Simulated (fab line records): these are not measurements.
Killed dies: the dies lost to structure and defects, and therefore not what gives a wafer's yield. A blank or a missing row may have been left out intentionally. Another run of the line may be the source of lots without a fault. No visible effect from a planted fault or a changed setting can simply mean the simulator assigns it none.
fab line records	flow n5Finfet
record lots=6	wafers=18	lastDay=18
route steps=1938 shown BEOL_M10@1501
lots untouched by any fault: they come from a run of this same line in which no faults occurred
startH: hours from the record's opening day to when the first of the lot's shown wafers began	waitH: time in hours since the lot's previous step	" as in the row above	L1.1+2: a row that stands for several wafers	- no value, or no start given	* or withheld: withheld	< > ~ a bound
route shown NAME@n: names a module that has steps shown in the file, with the first one's number in the route	usual: mean/standard deviation of fault-free wafers	same: alike in all rows	chamber/n: place in a boat	sites: readings site by site	_std_site: the standard deviation of these	_edge_site: inner sites' mean taken away from outer sites' mean	radiusMm: how far each site lies from the wafer's centre	mask NAME#n: copy n	behind: the last tool/chamber to shape the wafer	hold: reason for holding the lot/hours on hold/outcome of the hold	device: transistor that didn't switch, given as n, p or np	end of line: the tests these same wafers got at the end of their route	for a step that has no rows: nothing shown but its recipe	killed: dies lost to structure and defects at the first sort, not the wafer's yield	map: dies across one wafer; x = killed, . = not, _ = none there
set.NAME: the setting the step ran with; set.NAME@STEP: the setting that earlier step ran with	model.NAME: the simulator's own value behind a step, which no gauge read
lots seen at some steps along the route; tables by step, rows by wafer
services: when a tool's chamber went out of use (startH, in hours from the record's first day, below 0 if earlier), for how many hours, and the reason
## steps
# step N5_BEOL_M10_DEVELOP_27
# recipe developTimeS=30	developer=TMAH	resist=CAR-ArF	rinseLiquid=diw	dry=airSpin	devTempC=23
# step N5_BEOL_M10_CD_MEAS_28
# recipe targetCdNm=70	landingEnergyEv=500	detector=seInlens	polarity=opening
# usual cdNm=70.0/0.95
lot.wafer	tool	chamber	startH	waitH	cdNm
L955.1	cdSem-03	0	285.26	-	69.9
L955.2	"	0	"	"	69.7
L955.3	"	0	"	"	70.7
L956.1	cdSem-02	0	295.77	-	71.9
L956.3	"	0	"	"	70.4
L956.6	"	0	"	"	72.7
L962.1	cdSem-02	0	323.48	-	70.3
L962.2	"	0	"	"	70.4
L962.6	"	0	"	"	69.2
L961.1	cdSem-02	0	323.65	-	70.9
L961.4	"	0	"	"	70.9
L961.6	"	0	"	"	69.8
L968.1	cdSem-03	0	355.84	-	68.9
L968.2	"	0	"	"	69.0
L968.6	"	0	"	"	69.1
L969.1	cdSem-03	0	366.30	-	70.0
L969.5	"	0	"	"	69.2
L969.6	"	0	"	"	70.2
# step N5_BEOL_M10_OVL_MEAS_29
# recipe pointsPerWafer=44
# usual V9_OVL=-0.2/0.69
lot.wafer	tool	chamber	startH	waitH	V9_OVL[nm]
L955.1	overlay-02	0	285.29	0.0	-0.1
L955.2	"	0	"	"	-0.7
L955.3	"	0	"	"	0.4
L956.1	overlay-01	0	295.80	0.0	-0.6
L956.3	"	0	"	"	-1.1
L956.6	"	0	"	"	0.3
L962.1	overlay-01	0	323.51	0.0	-0.4
L962.2	"	0	"	"	0.2
L962.6	"	0	"	"	-0.5
L961.1	overlay-02	0	323.68	0.0	-0.3
L961.4	"	0	"	"	0.1
L961.6	"	0	"	"	-0.7
L968.1	overlay-01	0	355.87	0.0	-0.3
L968.2	"	0	"	"	0.7
L968.6	"	0	"	"	-0.2
L969.1	overlay-02	0	366.33	0.0	0.4
L969.5	"	0	"	"	0.2
L969.6	"	0	"	"	-0.8
# step N5_BEOL_M10_INSPECT_30
# recipe mode=adi	inspectInstrument=brightfield
# usual rawDefectCount=392/85
lot.wafer	tool	chamber	startH	waitH	rawDefectCount
L955.1	defectInspect-01	-	285.32	0.0	654
L955.2	"	-	"	"	520
L955.3	"	-	"	"	423
L956.1	defectInspect-02	-	295.82	0.0	249
L956.3	"	-	"	"	297
L956.6	"	-	"	"	386
L962.1	defectInspect-01	-	323.53	0.0	315
L962.2	"	-	"	"	333
L962.6	"	-	"	"	375
L961.1	defectInspect-01	-	323.70	0.0	391
L961.4	"	-	"	"	457
L961.6	"	-	"	"	299
L968.1	defectInspect-02	-	355.89	0.0	321
L968.2	"	-	"	"	375
L968.6	"	-	"	"	306
L969.1	defectInspect-02	-	366.35	0.0	485
L969.5	"	-	"	"	386
L969.6	"	-	"	"	440
# step N5_BEOL_M10_DESCUM_33
# recipe chemistry=O2	timeS=7.9	sourcePowerW=50	biasPowerW=20	pressureMtorr=20	rfFrequencyHz=2.712e+07	tempC=40	resist=CAR-ArF	o2FlowSccm=225
# step N5_BEOL_M10_ETCH_65
# recipe chemistry=CF4	target=SiARC	targetDepthA=390	maskMaterial=CAR-ArF	timeS=65	ionEnergyEv=80	pressureMtorr=40	sourceW=545	biasW=36	Ar_flow_sccm=100	cf4FlowSccm=100	ends=cleared
# usual chamberPressureMTorr=40.00/0.037	drypumpMotorCurrentA=5.7/0.47	etchRfOnTimeS=64.9/1.1	oesProductAu=0.68/0.069	rfFwdPowerW=538.5/2.9	rfVppV=184.4/1.2	showerheadPlenumPTorr=2.16/0.077	throttleValvePct=15.60/0.24
lot.wafer	tool	chamber	startH	waitH	chamberPressureMTorr	drypumpMotorCurrentA	etchRfOnTimeS	oesProductAu	rfFwdPowerW	rfHoursCounterH	rfVppV	showerheadPlenumPTorr	throttleValvePct
L955.1	rieDiel-06	3	285.39	0.0	39.97	5.7	63.4	0.71	542.9	80	186.2	2.25	15.48
L955.2	"	1	"	"	40.01	5.9	63.7	0.76	535.9	42	186.4	2.27	15.76
L955.3	"	2	"	"	39.99	5.1	65.6	0.59	538.1	228	181.2	2.03	16.02
L956.1	rieDiel-06	3	295.94	0.0	40.10	5.7	64.3	0.70	540.8	83	185.2	2.25	15.50
L956.3	"	2	"	"	39.96	5.1	66.2	0.59	539.7	232	183.9	2.03	16.04
L956.6	"	2	"	"	40.06	5.1	66.4	0.58	539.0	-	182.4	2.03	16.03
L962.1	rieDiel-02	2	323.60	0.0	39.98	5.9	66.6	0.59	540.7	245	186.4	2.19	15.66
L962.2	"	0	"	"	40.00	6.4	64.7	0.61	539.6	226	183.5	2.11	15.53
L962.6	"	3	"	"	40.04	5.8	66.0	0.76	537.3	-	183.1	2.09	15.31
L961.1	rieDiel-06	2	324.02	0.0	39.98	5.1	65.6	0.58	542.7	244	183.8	2.03	16.04
L961.4	"	2	"	"	39.97	5.1	65.0	0.58	542.1	-	182.2	2.03	16.04
L961.6	"	1	"	"	39.99	5.9	63.6	0.75	535.2	-	184.7	2.26	15.82
L968.1	rieDiel-05	1	355.96	0.0	39.97	5.2	66.0	0.65	540.7	140	184.8	2.15	15.95
L968.2	"	2	"	"	40.02	5.6	66.4	0.68	534.6	78	186.1	2.25	15.53
L968.6	"	2	"	"	40.03	5.6	66.2	0.68	535.5	-	185.1	2.25	15.54
L969.1	rieDiel-05	1	366.48	0.0	39.97	5.2	65.9	0.64	538.8	144	184.8	2.15	15.96
L969.5	"	0	"	"	39.97	5.9	64.1	0.70	533.2	-	183.0	2.07	15.32
L969.6	"	1	"	"	39.97	5.2	65.8	0.64	544.2	-	182.8	2.15	15.96
# step N5_BEOL_M10_ETCH_66
# recipe chemistry=N2/H2	target=SOC	targetDepthA=1200	overetchA=240	maskMaterial=SiARC	tempC=40	timeS=180	ionEnergyEv=200	pressureMtorr=30	sourceW=840	biasW=150	n2FlowSccm=200	h2FlowSccm=200
# usual chamberPressureMTorr=30.000/0.028	drypumpMotorCurrentA=5.7/0.47	oesProductAu=0.64/0.063	rfFwdPowerW=836.9/2.8	rfVppV=524.7/2.6	showerheadPlenumPTorr=2.58/0.096	throttleValvePct=17.84/0.26
lot.wafer	tool	chamber	startH	waitH	chamberPressureMTorr	drypumpMotorCurrentA	oesProductAu	rfFwdPowerW	rfHoursCounterH	rfVppV	showerheadPlenumPTorr	throttleValvePct
L955.1	rieDiel-06	3	285.44	0.0	30.007	5.8	0.66	837.2	80	528.6	2.68	17.74
L955.2	"	1	"	"	30.055	5.9	0.71	834.9	42	528.9	2.70	18.16
L955.3	"	2	"	"	29.998	5.1	0.56	837.5	228	519.4	2.41	18.26
L956.1	rieDiel-06	3	295.99	0.0	30.011	5.7	0.65	841.1	83	527.6	2.68	17.75
L956.3	"	2	"	"	29.979	5.1	0.56	835.2	232	518.8	2.40	18.27
L956.6	"	2	"	"	29.954	5.1	0.56	837.3	-	520.9	2.40	18.25
L962.1	rieDiel-02	2	323.65	0.0	30.008	5.9	0.56	840.7	245	525.7	2.61	17.91
L962.2	"	0	"	"	29.998	6.3	0.57	837.6	226	523.9	2.51	17.67
L962.6	"	3	"	"	30.022	5.7	0.72	840.3	-	522.1	2.49	17.55
L961.1	rieDiel-06	2	324.07	0.0	29.992	5.1	0.55	833.0	244	520.5	2.40	18.29
L961.4	"	2	"	"	29.983	5.1	0.56	834.1	-	521.4	2.40	18.28
L961.6	"	1	"	"	29.996	5.9	0.69	834.9	-	530.0	2.70	18.19
L968.1	rieDiel-05	1	356.01	0.0	30.006	5.2	0.62	835.9	140	524.3	2.56	18.21
L968.2	"	2	"	"	29.983	5.5	0.65	836.5	78	527.4	2.69	17.70
L968.6	"	2	"	"	30.017	5.5	0.65	838.4	-	527.5	2.69	17.71
L969.1	rieDiel-05	1	366.53	0.0	30.048	5.2	0.61	840.4	144	524.3	2.55	18.20
L969.5	"	0	"	"	29.925	5.9	0.66	836.2	-	521.9	2.45	17.58
L969.6	"	1	"	"	30.015	5.2	0.62	840.1	-	524.7	2.55	18.23
# step N5_BEOL_M10_STRIP_69
# recipe chemistry=N2/H2	tempC=40	n2FlowSccm=200	h2FlowSccm=200	rfFrequencyHz=6e+07
# step N5_BEOL_M10_VIA_ETCH_34
# recipe chemistry=C4F6/O2	target=SiCOH_lowk	targetDepthA=1845	maskMaterial=SOC	taperDeg=4	timeS=69.2	ionEnergyEv=250	pressureMtorr=30	sourceW=345	biasW=185	Ar_flow_sccm=300	C4F6_flow_sccm=10	O2_flow_sccm=10
# usual O2_flow_sccm=10.001/0.027	chamberPressureMTorr=30.000/0.027	drypumpMotorCurrentA=5.7/0.47	oes_ar_750_au=0.80/0.077	oesProductAu=0.79/0.082	rfFwdPowerW=342.2/1.6	rfVppV=670/6.9	showerheadPlenumPTorr=2.87/0.1	throttleValvePct=20.87/0.24
lot.wafer	tool	chamber	startH	waitH	O2_flow_sccm	chamberPressureMTorr	drypumpMotorCurrentA	oes_ar_750_au	oesProductAu	rfFwdPowerW	rfHoursCounterH	rfVppV	showerheadPlenumPTorr	throttleValvePct
L955.1	rieDiel-06	3	285.56	0.0	10.004	29.996	5.7	0.81	0.83	342.1	80	676	2.99	20.81
L955.2	"	1	"	"	10.041	30.019	5.9	0.89	0.90	341.4	42	674	3.01	21.17
L955.3	"	2	"	"	9.985	30.053	5.1	0.70	0.69	343.3	228	667	2.70	21.29
L956.1	rieDiel-06	3	296.12	0.0	10.015	30.024	5.8	0.82	0.81	342.3	83	675	2.99	20.82
L956.3	"	2	"	"	10.010	30.000	5.1	0.69	0.68	342.7	232	666	2.70	21.27
L956.6	"	2	"	"	10.019	30.042	5.1	0.70	0.68	342.7	-	665	2.70	21.27
L962.1	rieDiel-02	2	323.77	0.0	10.063	29.976	5.9	0.70	0.69	342.8	245	677	2.91	20.84
L962.2	"	0	"	"	10.017	30.019	6.4	0.71	0.70	340.3	226	671	2.81	20.74
L962.6	"	3	"	"	9.995	30.027	5.8	0.88	0.89	340.9	-	670	2.78	20.61
L961.1	rieDiel-06	2	324.19	0.0	9.965	30.038	5.1	0.69	0.67	343.2	244	665	2.69	21.29
L961.4	"	2	"	"	9.997	29.999	5.1	0.68	0.68	341.1	-	666	2.69	21.29
L961.6	"	1	"	"	10.014	30.058	5.9	0.88	0.87	340.4	-	675	3.00	21.16
L968.1	rieDiel-05	1	356.14	0.0	10.004	30.000	5.2	0.76	0.76	342.1	140	681	2.85	21.23
L968.2	"	2	"	"	10.000	30.005	5.6	0.80	0.80	342.7	78	670	2.99	20.82
L968.6	"	2	"	"	9.979	29.972	5.5	0.79	0.80	342.8	-	670	2.99	20.82
L969.1	rieDiel-05	1	366.65	0.0	9.975	29.982	5.2	0.75	0.76	344.8	144	682	2.84	21.23
L969.5	"	0	"	"	9.971	30.009	5.9	0.81	0.82	339.5	-	661	2.75	20.58
L969.6	"	1	"	"	9.986	30.007	5.2	0.75	0.76	343.6	-	682	2.84	21.23
# step N5_BEOL_M10_STRIP_73
# recipe chemistry=C4F6/O2	resist=SiARC	rfFrequencyHz=6e+07
# step N5_BEOL_M10_STRIP_36
# recipe chemistry=N2/H2	powerW=450	tempC=40	pressureMtorr=20	rfFrequencyHz=6e+07	overashFraction=0.3	biasPowerW=7	h2Frac=0.5	n2FlowSccm=200	h2FlowSccm=200
# usual chamberPressureMTorr=20.00/0.039	drypumpMotorCurrentA=5.7/0.47	oesProductAu=0.80/0.084	rfVppV=59.1/1.7	showerheadPlenumPTorr=2.57/0.097	throttleValvePct=23.7/0.31
lot.wafer	tool	chamber	startH	waitH	chamberPressureMTorr	drypumpMotorCurrentA	oesProductAu	rfHoursCounterH	rfVppV	showerheadPlenumPTorr	throttleValvePct
L955.1	rieDiel-06	3	285.62	0.0	20.01	5.7	0.84	80	59.3	2.68	23.6
L955.2	"	1	"	"	19.98	5.9	0.89	42	58.2	2.70	24.3
L955.3	"	2	"	"	20.02	5.1	0.68	228	62.0	2.40	24.1
L956.1	rieDiel-06	3	296.18	0.0	20.03	5.8	0.83	83	58.7	2.67	23.6
L956.3	"	2	"	"	20.00	5.1	0.69	232	57.6	2.40	24.1
L956.6	"	2	"	"	19.96	5.1	0.68	-	59.1	2.40	24.1
L962.1	rieDiel-02	2	323.84	0.0	19.99	5.9	0.69	245	58.2	2.61	23.7
L962.2	"	0	"	"	19.96	6.3	0.70	226	58.8	2.50	23.4
L962.6	"	3	"	"	19.93	5.7	0.90	-	62.3	2.49	23.4
L961.1	rieDiel-06	2	324.25	0.0	20.04	5.1	0.67	244	55.9	2.40	24.1
L961.4	"	2	"	"	19.99	5.1	0.70	-	58.5	2.40	24.1
L961.6	"	1	"	"	20.00	5.9	0.86	-	61.4	2.69	24.3
L968.1	rieDiel-05	1	356.20	0.0	20.07	5.2	0.76	140	61.8	2.55	24.1
L968.2	"	2	"	"	20.08	5.6	0.82	78	61.8	2.68	23.4
L968.6	"	2	"	"	19.93	5.5	0.78	-	59.6	2.68	23.4
L969.1	rieDiel-05	1	366.71	0.0	19.95	5.2	0.77	144	60.9	2.55	24.1
L969.5	"	0	"	"	20.02	5.9	0.83	-	58.2	2.45	23.5
L969.6	"	1	"	"	20.03	5.2	0.75	-	56.1	2.55	24.1
# step N5_BEOL_M10_TRENCH_ETCH_37
# recipe chemistry=C4F6/O2	targetDepthA=1488.3	target=SiCOH_lowk	timeS=48	ionEnergyEv=250	pressureMtorr=30	sourceW=345	biasW=185	Ar_flow_sccm=300	C4F6_flow_sccm=10	O2_flow_sccm=10
# usual O2_flow_sccm=10.000/0.03	chamberPressureMTorr=30.001/0.027	drypumpMotorCurrentA=5.7/0.46	oes_ar_750_au=0.79/0.077	oesProductAu=0.80/0.082	rfFwdPowerW=341.3/1.7	rfVppV=670/6.9	showerheadPlenumPTorr=2.87/0.1	throttleValvePct=20.90/0.24
lot.wafer	tool	chamber	startH	waitH	O2_flow_sccm	chamberPressureMTorr	drypumpMotorCurrentA	oes_ar_750_au	oesProductAu	rfFwdPowerW	rfHoursCounterH	rfVppV	showerheadPlenumPTorr	throttleValvePct
L955.1	rieDiel-06	3	-	-	9.966	30.028	5.8	0.82	0.82	341.7	80	676	2.99	20.85
L955.2	"	1	"	"	10.003	29.964	5.9	0.89	0.90	340.0	42	675	3.01	21.18
L955.3	"	2	"	"	10.011	30.018	5.1	0.69	0.69	343.0	228	665	2.70	21.31
L956.1	rieDiel-06	3	-	-	10.004	30.038	5.7	0.82	0.82	342.2	83	677	2.99	20.84
L956.3	"	2	"	"	9.997	29.992	5.1	0.69	0.68	343.2	232	665	2.70	21.30
L956.6	"	2	"	"	9.976	30.014	5.1	0.70	0.68	343.4	-	665	2.70	21.31
L962.1	rieDiel-02	2	-	-	10.040	30.011	5.9	0.70	0.69	341.0	245	678	2.91	20.89
L962.2	"	0	"	"	9.980	29.965	6.3	0.71	0.70	340.5	226	671	2.81	20.77
L962.6	"	3	"	"	9.994	30.003	5.8	0.88	0.89	341.5	-	670	2.78	20.63
L961.1	rieDiel-06	2	-	-	10.031	30.008	5.1	0.68	0.68	343.7	244	664	2.69	21.31
L961.4	"	2	"	"	10.026	30.001	5.1	0.69	0.67	343.2	-	665	2.69	21.34
L961.6	"	1	"	"	9.955	29.991	5.9	0.87	0.86	341.2	-	674	3.00	21.19
L968.1	rieDiel-05	1	-	-	9.963	29.985	5.2	0.76	0.76	341.4	140	682	2.85	21.26
L968.2	"	2	"	"	9.970	30.026	5.5	0.79	0.80	340.1	78	671	2.99	20.83
L968.6	"	2	"	"	9.971	29.956	5.6	0.79	0.79	340.3	-	670	2.99	20.83
L969.1	rieDiel-05	1	-	-	9.966	29.984	5.2	0.75	0.76	341.6	144	681	2.84	21.28
L969.5	"	0	"	"	9.997	29.957	5.9	0.81	0.83	339.8	-	662	2.75	20.61
L969.6	"	1	"	"	9.958	29.994	5.2	0.76	0.76	343.5	-	683	2.84	21.26
# step N5_BEOL_M10_ETCH_41
# recipe chemistry=CH3F/O2	target=SiCN	targetDepthA=426	taperDeg=2	timeS=86	ionEnergyEv=120	maskMaterial=TiN	pressureMtorr=30	sourceW=395	biasW=75	Ar_flow_sccm=150	CH3F_flow_sccm=30	O2_flow_sccm=20
# usual CH3F_flow_sccm=30.02/0.1	O2_flow_sccm=20.00/0.061	chamberPressureMTorr=30.000/0.027	drypumpMotorCurrentA=5.7/0.46	oesProductAu=0.80/0.082	rfFwdPowerW=391.9/1.5	rfVppV=297.7/1.6	showerheadPlenumPTorr=2.02/0.074	throttleValvePct=16.29/0.23
lot.wafer	tool	chamber	startH	waitH	CH3F_flow_sccm	O2_flow_sccm	chamberPressureMTorr	drypumpMotorCurrentA	oesProductAu	rfFwdPowerW	rfHoursCounterH	rfVppV	showerheadPlenumPTorr	throttleValvePct	model.etch.depthNm
L955.1	rieDiel-06	3	285.70	-	30.00	20.01	29.983	5.7	0.82	393.9	80	299.6	2.11	16.18	32.84
L955.2	"	1	"	"	30.04	20.05	29.976	5.9	0.89	391.3	42	299.2	2.12	16.48	32.83
L955.3	"	2	"	"	29.87	20.01	30.015	5.1	0.69	393.9	228	294.0	1.89	16.71	31.91
L956.1	rieDiel-06	3	296.26	-	29.97	20.04	30.031	5.8	0.86	487.9	83	278.6	2.11	16.22	35.94
L956.3	"	2	"	"	29.93	20.01	30.007	5.1	0.72	487.7	232	275.0	1.89	16.72	34.86
L956.6	"	2	"	"	30.02	19.94	29.949	5.1	0.73	487.9	-	275.2	1.89	16.73	34.86
L962.1	rieDiel-02	2	323.92	-	29.96	19.99	29.965	5.9	0.70	393.4	245	299.4	2.05	16.36	32.46
L962.2	"	0	"	"	30.07	20.11	30.050	6.3	0.71	392.6	226	296.0	1.97	16.22	32.76
L962.6	"	3	"	"	30.10	19.97	30.029	5.7	0.89	392.0	-	296.1	1.95	16.03	32.45
L961.1	rieDiel-06	2	324.33	-	30.04	19.94	29.984	5.1	0.71	488.6	244	274.9	1.89	16.75	34.9
L961.4	"	2	"	"	30.01	20.03	29.991	5.1	0.71	488.1	-	276.2	1.89	16.75	34.56
L961.6	"	1	"	"	30.07	20.06	29.981	5.9	0.91	486.4	-	279.7	2.12	16.49	35.5
L968.1	rieDiel-05	1	356.28	-	29.99	20.01	29.988	5.2	0.76	392.4	140	297.6	2.00	16.63	32.53
L968.2	"	2	"	"	29.94	20.00	30.009	5.5	0.80	389.3	78	299.0	2.11	16.24	32.43
L968.6	"	2	"	"	30.20	20.10	30.002	5.5	0.80	391.0	-	299.7	2.11	16.24	32.46
L969.1	rieDiel-05	1	366.79	-	30.05	20.09	30.002	5.2	0.76	393.5	144	296.1	2.00	16.64	32.04
L969.5	"	0	"	"	29.89	20.04	30.030	5.9	0.81	389.4	-	296.3	1.93	16.01	32.38
L969.6	"	1	"	"	30.07	19.98	29.996	5.2	0.76	394.1	-	297.0	2.00	16.64	32.2
# step N5_BEOL_M10_STRIP_77
# recipe chemistry=N2/H2	timeS=10	powerW=450	tempC=40	pressureMtorr=20	rfFrequencyHz=6e+07	biasPowerW=7	n2FlowSccm=200	h2FlowSccm=200
## services
tool	chamber	startH	hours	kind
rieDiel-05	0	304.59	5.7	repair
rieDiel-06	3	310.47	18.0	repair
rieDiel-05	3	328.62	-	clean
rieDiel-05	3	328.62	-	consumableReplace:focusRing
rieDiel-05	3	328.62	14.2	scheduledDown
rieDiel-05	3	328.62	14.2	ventCycle
rieDiel-02	2	339.53	-	clean
rieDiel-02	2	339.53	-	consumableReplace:focusRing
rieDiel-02	2	339.53	21.4	scheduledDown
rieDiel-02	2	339.53	21.4	ventCycle
rieDiel-06	2	342.28	-	clean
rieDiel-06	2	342.28	-	consumableReplace:focusRing
rieDiel-06	2	342.28	-	consumableReplace:showerhead
rieDiel-06	2	342.28	28.4	scheduledDown
rieDiel-06	2	342.28	28.4	ventCycle
## key
firstSign step=N5_BEOL_M10_ETCH_41	reading=rfFwdPowerW	direction=up	sigmas=63	usual=*	struck=*
effect step=N5_BEOL_M10_ETCH_41	reading=rfVppV	direction=down	sigmas=13	usual=297.7	struck=276.6
modelEffect step=N5_BEOL_M10_ETCH_41	value=etch.depthNm	without=32.38	struck=35.1
metAt N5_BEOL_M10_ETCH_41
struckWafers L956.1,L956.3,L956.6,L961.1,L961.4,L961.6
onsetBetween 285.70 296.26
fault kind=processParameterDrift	tool=rieDiel-06	chamber=-	onsetH=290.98	steps=N5_BEOL_M10_ETCH_41	channel=sourceW	offset=94.8	shape=step	endH=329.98	actsIn=theseRecipesOnly	stated=395
